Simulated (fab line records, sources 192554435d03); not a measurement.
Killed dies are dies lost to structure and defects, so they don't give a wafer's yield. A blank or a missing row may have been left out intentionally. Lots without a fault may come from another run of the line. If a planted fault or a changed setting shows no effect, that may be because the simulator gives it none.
Chamber matching :: flow n5Finfet :: N5_BEOL_M4_STRIP_66 on rieDiel-06: 4 sister chambers
The step strips in CF4. 4 wafers are shown with their chamber, then 11 later ones without.

== EACH WAFER AND ITS CHAMBER ==
wafer: L085.2
chamber: 0
throttleValvePct (%): 13.48

wafer: L086.1
chamber: 2
throttleValvePct (%): 13.27

wafer: L086.5
chamber: 1
throttleValvePct (%): 13.77

wafer: L087.1
chamber: 3
throttleValvePct (%): 13.87

== WAFERS WHOSE CHAMBER IS MISSING ==
wafer: L087.2
throttleValvePct (%): 13.49

wafer: L087.3
throttleValvePct (%): 13.25

wafer: L092.1
throttleValvePct (%): 13.27

wafer: L092.2
throttleValvePct (%): 13.52

wafer: L092.3
throttleValvePct (%): 13.88

wafer: L095.1
throttleValvePct (%): 13.20

wafer: L095.3
throttleValvePct (%): 13.53

wafer: L095.6
throttleValvePct (%): 13.93

wafer: L097.1
throttleValvePct (%): 13.92

wafer: L097.3
throttleValvePct (%): 13.56

wafer: L097.6
throttleValvePct (%): 13.53

== WHICH CHAMBER EACH ONE RAN IN ==
wafer: L087.2
from the rows above: 0
in truth: 0

wafer: L087.3
from the rows above: 2
in truth: 2

wafer: L092.1
from the rows above: 2
in truth: 2

wafer: L092.2
from the rows above: 0
in truth: 0

wafer: L092.3
from the rows above: 3
in truth: 3

wafer: L095.1
from the rows above: 2
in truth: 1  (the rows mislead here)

wafer: L095.3
from the rows above: 0
in truth: 0

wafer: L095.6
from the rows above: 3
in truth: 3

wafer: L097.1
from the rows above: 3
in truth: 3

wafer: L097.3
from the rows above: 0
in truth: 0

wafer: L097.6
from the rows above: 0
in truth: 0
10 of 11 placed correctly. From these rows, 0 cannot be placed. 1 placed wrongly.
How it was worked out, from the rows above alone: a wafer's distance from a chamber is the root of the sum, over the readings, of the square of ((its reading less the chamber's mean) divided by the reading's scatter). If the next closest chamber is less than 2 further off than the closest, the wafer can't be placed; otherwise it belongs to the closest. The mean given for a chamber averages the wafers shown for that chamber. The scatter: with one shown wafer a chamber, the root of the mean of the squares of how far each hidden wafer lies from its nearest shown one.
